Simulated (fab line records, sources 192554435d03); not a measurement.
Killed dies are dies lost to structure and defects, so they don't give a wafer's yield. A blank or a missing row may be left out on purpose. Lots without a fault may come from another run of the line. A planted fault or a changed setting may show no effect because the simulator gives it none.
Which tool did it? | flow n5_finfet | 23 lots, 69 wafers sampled, at 3 steps of a route of 1938

WHAT THE GAUGES READ, wafer by wafer
N5_BEOL_M12_CD_MEAS_10: target cd 140 nm.
lot  | measured     | on        | cd_nm (nm)
L074 | day 10 17:47 | cd_sem-01 | 137.4 138.8 139.3
L075 | day 11 00:26 | cd_sem-03 | 140.3 140.5 137.5
L076 | day 11 18:19 | cd_sem-01 | 139.8 139.4 139.4
L077 | day 11 23:38 | cd_sem-01 | 140.6 142.3 140.1
L080 | day 11 23:26 | cd_sem-02 | 138.4 141.5 139.3
L079 | day 12 00:59 | cd_sem-01 | 140.4 138.3 137.0
L081 | day 12 04:45 | cd_sem-03 | 138.6 138.7 139.6
L078 | day 12 07:50 | cd_sem-01 | 137.0 137.4 140.1
L082 | day 12 13:48 | cd_sem-01 | 141.4 137.2 139.1
L083 | day 12 21:52 | cd_sem-02 | 140.3 140.4 139.2
L084 | day 13 05:28 | cd_sem-02 | 142.2 139.9 138.0
L085 | day 13 21:01 | cd_sem-03 | 138.8 140.3 139.4
L087 | day 14 00:37 | cd_sem-01 | 138.2 136.2 142.1
L089 | day 14 09:13 | cd_sem-02 | 141.0 141.8 141.7
L086 | day 14 09:22 | cd_sem-02 | 140.3 140.5 145.1
L091 | day 14 11:32 | cd_sem-03 | 143.0 141.4 141.3
L090 | day 14 14:19 | cd_sem-03 | 140.7 138.9 141.3
L088 | day 14 16:35 | cd_sem-03 | 140.3 140.7 142.2
L093 | day 14 20:27 | cd_sem-01 | 140.0 140.5 141.0
L092 | day 15 18:42 | cd_sem-03 | 139.7 140.0 138.2
L094 | day 15 19:05 | cd_sem-02 | 141.9 137.9 142.1
L095 | day 16 19:15 | cd_sem-02 | 140.8 138.6 140.2
L097 | day 16 19:05 | cd_sem-01 | 143.5 141.5 141.0

WHICH TOOL RAN EACH LOT (tool, then ch and the chambers of the sampled wafers, then the start)
lot  | N5_BEOL_M11_CURE_72           | N5_BEOL_M11_CMP_52
L074 | uv_cure-02 ch 1, day 10 14:19 | cmp-02 ch 0,1,3, day 10 16:43
L075 | uv_cure-01 ch 2, day 10 21:17 | cmp-04 ch 0,2,3, day 10 23:26
L076 | uv_cure-01 ch 0, day 11 12:57 | cmp-03 ch 0,1,2, day 11 17:18
L077 | uv_cure-03 ch 2, day 11 20:24 | cmp-04 ch 0,1, day 11 22:41
L080 | uv_cure-02 ch 2, day 11 20:34 | cmp-03 ch 0,1,2, day 11 22:29
L079 | uv_cure-03 ch 1, day 11 20:54 | cmp-04 ch 0,2,3, day 11 23:56
L081 | uv_cure-03 ch 2, day 12 01:46 | cmp-02 ch 1,2, day 12 03:50
L078 | uv_cure-02 ch 1, day 12 03:11 | cmp-04 ch 0,1,3, day 12 06:54
L082 | uv_cure-02 ch 1, day 12 10:49 | cmp-04 ch 1,2,3, day 12 12:44
L083 | uv_cure-03 ch 0, day 12 18:55 | cmp-04 ch 0,1,3, day 12 20:56
L084 | uv_cure-03 ch 1, day 13 02:25 | cmp-04 ch 1,2,3, day 13 04:29
L085 | uv_cure-03 ch 2, day 13 17:59 | cmp-03 ch 1,2,3, day 13 19:58
L087 | uv_cure-02 ch 0, day 13 21:20 | cmp-02 ch 0,1,3, day 13 23:49
L089 | uv_cure-03 ch 2, day 14 04:39 | cmp-02 ch 1,2,3, day 14 08:14
L086 | uv_cure-02 ch 1, day 14 04:40 | cmp-03 ch 0,1,3, day 14 08:19
L091 | uv_cure-01 ch 0, day 14 08:11 | cmp-03 ch 0,1, day 14 10:26
L090 | uv_cure-02 ch 1, day 14 10:26 | cmp-03 ch 0,1, day 14 13:14
L088 | uv_cure-01 ch 2, day 14 12:52 | cmp-04 ch 0,3, day 14 15:40
L093 | uv_cure-03 ch 0, day 14 17:52 | cmp-02 ch 0,2,3, day 14 19:29
L092 | uv_cure-01 ch 2, day 15 15:25 | cmp-03 ch 1,2, day 15 17:40
L094 | uv_cure-03 ch 0, day 15 16:26 | cmp-04 ch 0,2,3, day 15 18:08
L095 | uv_cure-03 ch 2, day 16 15:01 | cmp-03 ch 0,2,3, day 16 18:09
L097 | uv_cure-02 ch 0, day 16 15:19 | cmp-02 ch 1,2,3, day 16 18:02
- N5_BEOL_M11_CURE_72: cures SiCOH lowk, time 120 s.
- N5_BEOL_M11_CMP_52: polishes, stops on SiCOH lowk, t overpolish 7 s, target thk 140 nm.

WHAT THE TOOLS THEMSELVES READ (means of the sampled wafers that have a number; where no wafer has one, the mark that the record gives instead)
N5_BEOL_M11_CURE_72.
lot  | tool       | lamp_power_pct (%) | wafer_temp_C_max
L074 | uv_cure-02 | 52.33              | 371.8
L075 | uv_cure-01 | 52.33              | 371.7
L076 | uv_cure-01 | 52.32              | 372.6
L077 | uv_cure-03 | 52.36              | 371.5
L080 | uv_cure-02 | 52.35              | 371.7
L079 | uv_cure-03 | 52.28              | 373.3
L081 | uv_cure-03 | 52.36              | 371.6
L078 | uv_cure-02 | 52.30              | 371.9
L082 | uv_cure-02 | 52.32              | 372.6
L083 | uv_cure-03 | 52.31              | 371.0
L084 | uv_cure-03 | 52.31              | 372.3
L085 | uv_cure-03 | 52.36              | 371.4
L087 | uv_cure-02 | 52.30              | 371.8
L089 | uv_cure-03 | 52.27              | 370.8
L086 | uv_cure-02 | 52.31              | 371.8
L091 | uv_cure-01 | 52.28              | 372.1
L090 | uv_cure-02 | 52.30              | 372.4
L088 | uv_cure-01 | 52.32              | 371.4
L093 | uv_cure-03 | 52.31              | 371.1
L092 | uv_cure-01 | 52.29              | 371.3
L094 | uv_cure-03 | 52.31              | 371.3
L095 | uv_cure-03 | 52.30              | 371.2
L097 | uv_cure-02 | 52.25              | 371.5

N5_BEOL_M11_CMP_52.
lot  | tool   | barrier_field_endpoint_s (s) | motor_current_A (A) | overpolish_run_s (s) | slurry_filter_dp_kPa (kPa) | time_to_endpoint_s (s)
L074 | cmp-02 | 28.5                         | 6.1                 | 6.994                | 13.38                      | 66
L075 | cmp-04 | 28.9                         | 5.9                 | 7.002                | 13.47                      | 66
L076 | cmp-03 | 29.0                         | 6.1                 | 7.005                | 13.49                      | 69
L077 | cmp-04 | 28.3                         | 5.6                 | 7.003                | 13.46                      | 63
L080 | cmp-03 | 29.6                         | 6.0                 | 7.000                | 13.54                      | 67
L079 | cmp-04 | 29.0                         | 6.2                 | 6.994                | 13.60                      | 65
L081 | cmp-02 | 28.9                         | 6.0                 | 6.992                | 13.38                      | 67
L078 | cmp-04 | 29.1                         | 5.8                 | 7.002                | 13.43                      | 66
L082 | cmp-04 | 29.5                         | 6.4                 | 7.003                | 13.53                      | 66
L083 | cmp-04 | 29.1                         | 6.0                 | 7.003                | 13.62                      | 66
L084 | cmp-04 | 29.8                         | 6.3                 | 6.997                | 13.39                      | 72
L085 | cmp-03 | 28.7                         | 6.4                 | 6.992                | 13.64                      | 66
L087 | cmp-02 | 28.3                         | 5.9                 | 6.998                | 13.45                      | 64
L089 | cmp-02 | 28.4                         | 6.0                 | 6.995                | 13.49                      | 64
L086 | cmp-03 | 29.0                         | 6.0                 | 6.995                | 13.42                      | 65
L091 | cmp-03 | 28.4                         | 6.0                 | 7.002                | 13.53                      | 63
L090 | cmp-03 | 29.4                         | 5.9                 | 6.993                | 13.38                      | 66
L088 | cmp-04 | 28.8                         | 6.0                 | 6.994                | 13.53                      | 65
L093 | cmp-02 | 28.4                         | 6.2                 | 7.000                | 13.59                      | 65
L092 | cmp-03 | 28.6                         | 6.1                 | 7.006                | 13.50                      | 68
L094 | cmp-04 | 28.3                         | 6.0                 | 7.005                | 13.39                      | 60
L095 | cmp-03 | 28.2                         | 6.3                 | 6.999                | 13.52                      | 65
L097 | cmp-02 | 29.4                         | 6.0                 | 6.994                | 13.59                      | 67

THE ANSWER, worked out from the rows above alone
Rule: what is usual is taken from the lots themselves. Put in order of their means at a reading, lots are off if they are a third of the lots or fewer, leave a main group of 4 or more, and stand apart from it by a gap of 3 or more times the standard deviation of the main group's means; of several such gaps the widest counts. A main group whose means are all the same, to the digits that the tables above print for the reading, isn't used. A lot without any number at a reading at which 4 lots or more have one is off too. The other lots that the step has rows for count as sound. The gauges are gone through in route order, then the tools' own readings, and for those a lot's mean is taken as printed above. The first step at which some lot is off is used, and at that step the reading that is off furthest; a lot without a number counts as furthest.
No lot is off at any reading shown: from this, nothing can be told.

WHAT THE SIMULATOR HAD PUT IN
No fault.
